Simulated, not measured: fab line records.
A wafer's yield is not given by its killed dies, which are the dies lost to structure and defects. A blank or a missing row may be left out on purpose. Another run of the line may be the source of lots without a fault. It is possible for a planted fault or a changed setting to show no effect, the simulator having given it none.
Which of the tools did it?	flow n5_finfet	24 lots, 72 wafers sampled, at 6 steps of a route of 1938

== WHAT THE GAUGES SHOWED, per wafer ==
No reading from a measuring or inspecting step in the record can be judged against a usual standard deviation.

== WHAT TOOL EACH LOT RAN ON (gives the tool, then ch and the chambers of the sampled wafers, and finally the start) ==
lot	N5_BEOL_M3_STRIP_97	N5_BEOL_M3_SPUTTER_48	N5_BEOL_M3_SPUTTER_81	N5_BEOL_M3_ANNEAL_89	N5_BEOL_M3_SPUTTER_92	N5_BEOL_M4_ILD_DEP_00
L074	rie_diel-01 ch 0,3, day 7 14:17 or earlier	pvd_sputter-03, day 7 14:17	pvd_sputter-03, day 7 14:43	pvd_sputter-03, day 7 15:14	pvd_sputter-03, day 7 15:36	pecvd-03 ch 0,2, day 7 17:13
L075	rie_diel-04 ch 0,1, day 7 19:25 or earlier	pvd_sputter-03, day 7 19:25	pvd_sputter-03, day 7 19:52	pvd_sputter-03, day 7 20:23	pvd_sputter-03, day 7 20:44	pecvd-02 ch 0,1,2, day 7 22:20
L076	rie_diel-04 ch 0,1,3, day 7 22:22 or earlier	pvd_sputter-02, day 7 22:22	pvd_sputter-02, day 7 22:49	pvd_sputter-02, day 7 23:20	pvd_sputter-02, day 7 23:41	pecvd-04 ch 0,1,2, day 8 01:14
L077	rie_diel-01 ch 0,2,3, day 7 22:41 or earlier	pvd_sputter-01, day 7 22:41	pvd_sputter-01, day 7 23:07	pvd_sputter-01, day 7 23:38	pvd_sputter-01, day 8 00:00	pecvd-02 ch 0,1,2, day 8 01:40
L078	rie_diel-03 ch 0,1,2, day 8 01:40 or earlier	pvd_sputter-02, day 8 01:40	pvd_sputter-02, day 8 02:07	pvd_sputter-02, day 8 02:38	pvd_sputter-02, day 8 02:59	pecvd-02 ch 0,1,2, day 8 04:35
L079	rie_diel-03 ch 0,2, day 8 11:31 or earlier	pvd_sputter-01, day 8 11:31	pvd_sputter-01, day 8 11:58	pvd_sputter-01, day 8 12:29	pvd_sputter-01, day 8 12:50	pecvd-04 ch 1,2, day 8 14:25
L080	rie_diel-04 ch 2,3, day 8 14:26 or earlier	pvd_sputter-01, day 8 14:26	pvd_sputter-01, day 8 14:53	pvd_sputter-01, day 8 15:49	pvd_sputter-01, day 8 16:11	pecvd-03 ch 1,2, day 8 17:46
L081	rie_diel-01 ch 1,2, day 8 22:40 or earlier	pvd_sputter-01, day 8 22:40	pvd_sputter-01, day 8 23:06	pvd_sputter-01, day 8 23:37	pvd_sputter-01, day 8 23:59	pecvd-04 ch 0,2, day 9 01:38
L082	rie_diel-04 ch 2,3, day 9 08:05 or earlier	pvd_sputter-02, day 9 08:05	pvd_sputter-02, day 9 10:45	pvd_sputter-02, day 9 11:16	pvd_sputter-02, day 9 11:38	pecvd-04 ch 0,1,2, day 9 13:11
L083	rie_diel-04 ch 1,3, day 9 16:33 or earlier	pvd_sputter-02, day 9 16:33	pvd_sputter-02, day 9 16:59	pvd_sputter-02, day 9 17:31	pvd_sputter-02, day 9 17:52	pecvd-04 ch 0,2, day 9 19:25
L084	rie_diel-03 ch 0,1,2, day 9 20:51 or earlier	pvd_sputter-02, day 9 20:51	pvd_sputter-02, day 9 21:17	pvd_sputter-02, day 9 21:49	pvd_sputter-02, day 9 22:10	pecvd-02 ch 0,2, day 9 23:43
L085	rie_diel-01 ch 0,1,2, day 10 00:02 or earlier	pvd_sputter-03, day 10 00:02	pvd_sputter-03, day 10 00:29	pvd_sputter-03, day 10 01:00	pvd_sputter-03, day 10 01:22	pecvd-03 ch 0,2, day 10 02:55
L086	rie_diel-01 ch 2,3, day 10 03:50 or earlier	pvd_sputter-03, day 10 03:50	pvd_sputter-03, day 10 04:17	pvd_sputter-03, day 10 04:48	pvd_sputter-03, day 10 05:10	pecvd-02 ch 0,1,2, day 10 06:46
L087	rie_diel-04 ch 2,3, day 10 19:53 or earlier	pvd_sputter-02, day 10 19:53	pvd_sputter-02, day 10 20:19	pvd_sputter-02, day 10 20:50	pvd_sputter-02, day 10 21:12	pecvd-02 ch 0,1, day 10 22:49
L090	rie_diel-01 ch 0,3, day 11 05:29 or earlier	pvd_sputter-01, day 11 05:29	pvd_sputter-01, day 11 05:55	pvd_sputter-01, day 11 06:26	pvd_sputter-01, day 11 06:48	pecvd-03 ch 0,2, day 11 08:21
L088	rie_diel-03 ch 0,1,2, day 11 07:19 or earlier	pvd_sputter-01, day 11 07:19	pvd_sputter-01, day 11 07:46	pvd_sputter-01, day 11 08:17	pvd_sputter-01, day 11 08:38	pecvd-03 ch 0,1, day 11 10:13
L089	rie_diel-01 ch 0,2,3, day 11 10:26 or earlier	pvd_sputter-01, day 11 10:26	pvd_sputter-01, day 11 10:53	pvd_sputter-01, day 11 11:24	pvd_sputter-01, day 11 11:46	pecvd-03 ch 0,2, day 11 13:19
L091	rie_diel-03 ch 0,3, day 11 13:23 or earlier	pvd_sputter-03, day 11 13:23	pvd_sputter-03, day 11 13:49	pvd_sputter-03, day 11 14:20	pvd_sputter-03, day 11 14:42	pecvd-04 ch 0,1, day 11 16:15
L092	rie_diel-01 ch 0,1,2, day 11 16:50 or earlier	pvd_sputter-01, day 11 16:50	pvd_sputter-01, day 11 17:16	pvd_sputter-01, day 11 17:47	pvd_sputter-01, day 11 18:09	pecvd-04 ch 0,1,2, day 11 19:42
L093	rie_diel-01 ch 2,3, day 11 23:58 or earlier	pvd_sputter-03, day 11 23:58	pvd_sputter-03, day 12 00:24	pvd_sputter-03, day 12 00:55	pvd_sputter-03, day 12 01:17	pecvd-04 ch 1,2, day 12 02:50
L094	rie_diel-03 ch 0,1,3, day 12 02:59 or earlier	pvd_sputter-03, day 12 02:59	pvd_sputter-03, day 12 03:25	pvd_sputter-03, day 12 03:56	pvd_sputter-03, day 12 04:18	pecvd-02 ch 0,2, day 12 05:52
L095	rie_diel-04 ch 0,3, day 12 14:24 or earlier	pvd_sputter-03, day 12 14:24	pvd_sputter-03, day 12 14:50	pvd_sputter-03, day 12 15:22	pvd_sputter-03, day 12 15:43	pecvd-04 ch 1,2, day 12 17:17
L096	rie_diel-01 ch 0,3, day 13 06:00 or earlier	pvd_sputter-01, day 13 06:00	pvd_sputter-01, day 13 06:26	pvd_sputter-01, day 13 06:58	pvd_sputter-01, day 13 07:19	pecvd-03 ch 1,2, day 13 08:53
L097	rie_diel-04 ch 1,2, day 13 11:25 or earlier	pvd_sputter-03, day 13 11:25	pvd_sputter-03, day 13 11:52	pvd_sputter-03, day 13 12:23	pvd_sputter-03, day 13 12:44	pecvd-04 ch 0,2, day 13 14:36
- N5_BEOL_M3_STRIP_97: strips in N2/H2, time 10 s.
- N5_BEOL_M3_SPUTTER_48: material Cu, target thk 4.5 nm, time 8.29 s.
- N5_BEOL_M3_SPUTTER_81: material Cu, target thk 4.5 nm, time 8.29 s.
- N5_BEOL_M3_ANNEAL_89: time 240 s.
- N5_BEOL_M3_SPUTTER_92: material Cu, target thk 4.5 nm, time 8.29 s.
- N5_BEOL_M4_ILD_DEP_00: deposits SiOC from DEMS/O2, target thk 79 nm, time 15.3 s.

== AS READ BY THE TOOLS THEMSELVES (means over the sampled wafers that have a number; for cases with no such wafer, the mark the record gives instead) ==
N5_BEOL_M3_STRIP_97. Usual: chamber_pressure_mTorr 20.001 mTorr (standard deviation 0.019); drypump_motor_current_A 5.8 A (standard deviation 0.61); oes_product_au 0.80 a.u. (standard deviation 0.092); rf_vpp_V 59.1 V (standard deviation 0.83); showerhead_plenum_p_Torr 2.52 Torr (standard deviation 0.068); temp_c 40.00 C (standard deviation 0.12); throttle_valve_pct 23.7 % (standard deviation 0.31).
lot	tool	chamber_pressure_mTorr (mTorr)	drypump_motor_current_A (A)	oes_product_au (a.u.)	rf_vpp_V (V)	showerhead_plenum_p_Torr (Torr)	temp_c (C)	throttle_valve_pct (%)	flag
L074	rie_diel-01	19.992	5.9	0.90	59.2	2.51	40.06	23.4	
L075	rie_diel-04	20.005	6.3	0.76	59.1	2.57	39.96	23.9	
L076	rie_diel-04	19.990	6.3	0.73	58.3	2.53	40.07	23.9	
L077	rie_diel-01	20.004	5.8	0.91	58.2	2.52	40.06	23.4	
L078	rie_diel-03	19.993	5.3	0.77	58.3	2.50	40.20	23.5	
L079	rie_diel-03	19.996	5.3	0.74	60.0	2.46	39.99	23.6	
L080	rie_diel-04	19.980	6.0	0.83	58.7	2.55	40.02	24.0	
L081	rie_diel-01	20.007	5.5	0.79	58.7	2.51	39.94	23.7	
L082	rie_diel-04	20.008	6.0	0.83	59.0	2.55	40.07	24.1	
L083	rie_diel-04	19.987	6.5	0.77	59.6	2.50	40.01	23.8	
L084	rie_diel-03	20.012	5.3	0.76	59.3	2.50	40.03	23.5	
L085	rie_diel-01	19.979	5.3	0.84	58.8	2.53	39.97	23.5	
L086	rie_diel-01	20.007	6.2	0.91	59.2	2.49	39.96	23.4	
L087	rie_diel-04	19.998	6.0	0.81	58.2	2.54	39.95	24.1	
L090	rie_diel-01	20.000	5.3	0.86	59.1	2.53	39.94	23.4	
L088	rie_diel-03	20.007	5.3	0.74	59.4	2.49	39.93	23.5	
L089	rie_diel-01	20.018	5.7	0.87	59.0	2.51	39.92	23.4	
L091	rie_diel-03	20.000	5.8	0.75	60.2	2.59	40.02	23.3	
L092	rie_diel-01	20.018	5.4	0.82	59.3	2.52	39.98	23.6	
L093	rie_diel-01	20.017	6.3	0.87	59.4	2.48	40.19	23.5	
L094	rie_diel-03	19.994	5.5	0.76	59.8	2.56	39.98	23.4	
L095	rie_diel-04	20.010	6.0	0.84	59.0	2.54	39.91	23.9	
L096	rie_diel-01	20.011	5.3	0.84	60.1	2.53	40.05	23.4	
L097	rie_diel-04	19.983	6.0	0.81	59.4	2.58	39.98	24.0	

N5_BEOL_M3_SPUTTER_48. Usual: throttle_valve_pct reads 30.2 % (standard deviation 1.1).
lot	tool	throttle_valve_pct (%)	flag
L074	pvd_sputter-03	30.1	
L075	pvd_sputter-03	30.5	
L076	pvd_sputter-02	29.4	
L077	pvd_sputter-01	29.5	
L078	pvd_sputter-02	29.9	
L079	pvd_sputter-01	30.3	
L080	pvd_sputter-01	29.9	
L081	pvd_sputter-01	29.4	
L082	pvd_sputter-02	28.7	
L083	pvd_sputter-02	29.4	
L084	pvd_sputter-02	29.6	
L085	pvd_sputter-03	30.3	
L086	pvd_sputter-03	30.5	
L087	pvd_sputter-02	30.6	
L090	pvd_sputter-01	30.7	
L088	pvd_sputter-01	29.8	
L089	pvd_sputter-01	29.6	
L091	pvd_sputter-03	30.6	
L092	pvd_sputter-01	30.2	
L093	pvd_sputter-03	30.2	
L094	pvd_sputter-03	30.3	
L095	pvd_sputter-03	30.4	
L096	pvd_sputter-01	30.6	
L097	pvd_sputter-03	30.6	

N5_BEOL_M3_SPUTTER_81. Usual: throttle_valve_pct reads 30.3 % (standard deviation 1.1).
lot	tool	throttle_valve_pct (%)	flag
L074	pvd_sputter-03	30.1	
L075	pvd_sputter-03	30.6	
L076	pvd_sputter-02	29.4	
L077	pvd_sputter-01	29.3	
L078	pvd_sputter-02	30.3	
L079	pvd_sputter-01	30.4	
L080	pvd_sputter-01	30.1	
L081	pvd_sputter-01	29.4	
L082	pvd_sputter-02	28.9	
L083	pvd_sputter-02	29.6	
L084	pvd_sputter-02	29.5	
L085	pvd_sputter-03	30.3	
L086	pvd_sputter-03	30.5	
L087	pvd_sputter-02	30.8	
L090	pvd_sputter-01	30.8	
L088	pvd_sputter-01	29.9	
L089	pvd_sputter-01	29.6	
L091	pvd_sputter-03	30.7	
L092	pvd_sputter-01	30.5	
L093	pvd_sputter-03	30.1	
L094	pvd_sputter-03	30.4	
L095	pvd_sputter-03	30.2	
L096	pvd_sputter-01	30.9	
L097	pvd_sputter-03	30.5	

N5_BEOL_M3_ANNEAL_89. Usual: heater_power_w reads 840 W (standard deviation 62).
lot	tool	heater_power_w (W)	flag
L074	pvd_sputter-03	812	
L075	pvd_sputter-03	847	
L076	pvd_sputter-02	904	
L077	pvd_sputter-01	803	
L078	pvd_sputter-02	929	
L079	pvd_sputter-01	809	
L080	pvd_sputter-01	815	
L081	pvd_sputter-01	795	
L082	pvd_sputter-02	966	
L083	pvd_sputter-02	905	
L084	pvd_sputter-02	912	
L085	pvd_sputter-03	842	
L086	pvd_sputter-03	833	
L087	pvd_sputter-02	870	
L090	pvd_sputter-01	796	
L088	pvd_sputter-01	789	
L089	pvd_sputter-01	824	
L091	pvd_sputter-03	855	
L092	pvd_sputter-01	799	
L093	pvd_sputter-03	826	
L094	pvd_sputter-03	842	
L095	pvd_sputter-03	834	
L096	pvd_sputter-01	800	
L097	pvd_sputter-03	848	

N5_BEOL_M3_SPUTTER_92. Usual: throttle_valve_pct reads 30.2 % (standard deviation 1).
lot	tool	throttle_valve_pct (%)	flag
L074	pvd_sputter-03	30.0	
L075	pvd_sputter-03	30.6	
L076	pvd_sputter-02	29.4	
L077	pvd_sputter-01	29.4	
L078	pvd_sputter-02	29.9	
L079	pvd_sputter-01	30.4	
L080	pvd_sputter-01	30.1	
L081	pvd_sputter-01	29.5	
L082	pvd_sputter-02	28.6	
L083	pvd_sputter-02	29.5	
L084	pvd_sputter-02	29.5	
L085	pvd_sputter-03	30.3	
L086	pvd_sputter-03	30.6	
L087	pvd_sputter-02	30.6	
L090	pvd_sputter-01	30.8	
L088	pvd_sputter-01	29.8	
L089	pvd_sputter-01	29.7	
L091	pvd_sputter-03	30.5	
L092	pvd_sputter-01	30.3	
L093	pvd_sputter-03	30.2	
L094	pvd_sputter-03	30.2	
L095	pvd_sputter-03	30.3	
L096	pvd_sputter-01	30.7	
L097	pvd_sputter-03	30.6	

N5_BEOL_M4_ILD_DEP_00. Usual: heater_power_w 502 W, standard deviation 74; showerhead_plenum_p_Torr 5.700 Torr, standard deviation 0.019; throttle_valve_pct 11.8 %, standard deviation 0.38.
lot	tool	heater_power_w (W)	showerhead_plenum_p_Torr (Torr)	throttle_valve_pct (%)	flag
L074	pecvd-03	572	5.721	11.3	
L075	pecvd-02	420	5.692	11.8	
L076	pecvd-04	528	5.703	11.9	
L077	pecvd-02	436	5.684	11.8	
L078	pecvd-02	462	5.684	11.8	
L079	pecvd-04	565	5.701	12.0	
L080	pecvd-03	475	5.722	11.5	
L081	pecvd-04	518	5.685	11.7	
L082	pecvd-04	503	5.700	12.1	
L083	pecvd-04	473	5.688	11.7	
L084	pecvd-02	512	5.671	11.9	
L085	pecvd-03	492	5.722	11.5	
L086	pecvd-02	463	5.683	11.8	
L087	pecvd-02	467	5.683	11.7	
L090	pecvd-03	563	5.717	11.5	
L088	pecvd-03	514	5.716	11.6	
L089	pecvd-03	507	5.725	11.8	
L091	pecvd-04	453	5.706	12.1	
L092	pecvd-04	526	5.711	11.9	
L093	pecvd-04	562	5.697	11.9	
L094	pecvd-02	504	5.677	11.8	
L095	pecvd-04	611	5.710	12.0	
L096	pecvd-03	464	5.710	11.7	
L097	pecvd-04	494	5.701	11.9	

== THE ANSWER, worked out from the rows above alone ==
Rule: lot off if the mean of its wafers having a number is beyond 3 standard deviations from the usual mean. Also off: a lot with no number at a reading for which 4 or more lots have one. The other lots that the step has rows for count as sound. Order of review: gauges by route order, followed by the tools' own readings, for which a lot's mean as printed above is used. The first step at which some lot is off is used, and at that step the reading that is off furthest; a lot without a number counts as furthest.
None of the lots is off at any reading shown; this tells nothing.

== WHAT WAS PUT IN BY THE SIMULATOR ==
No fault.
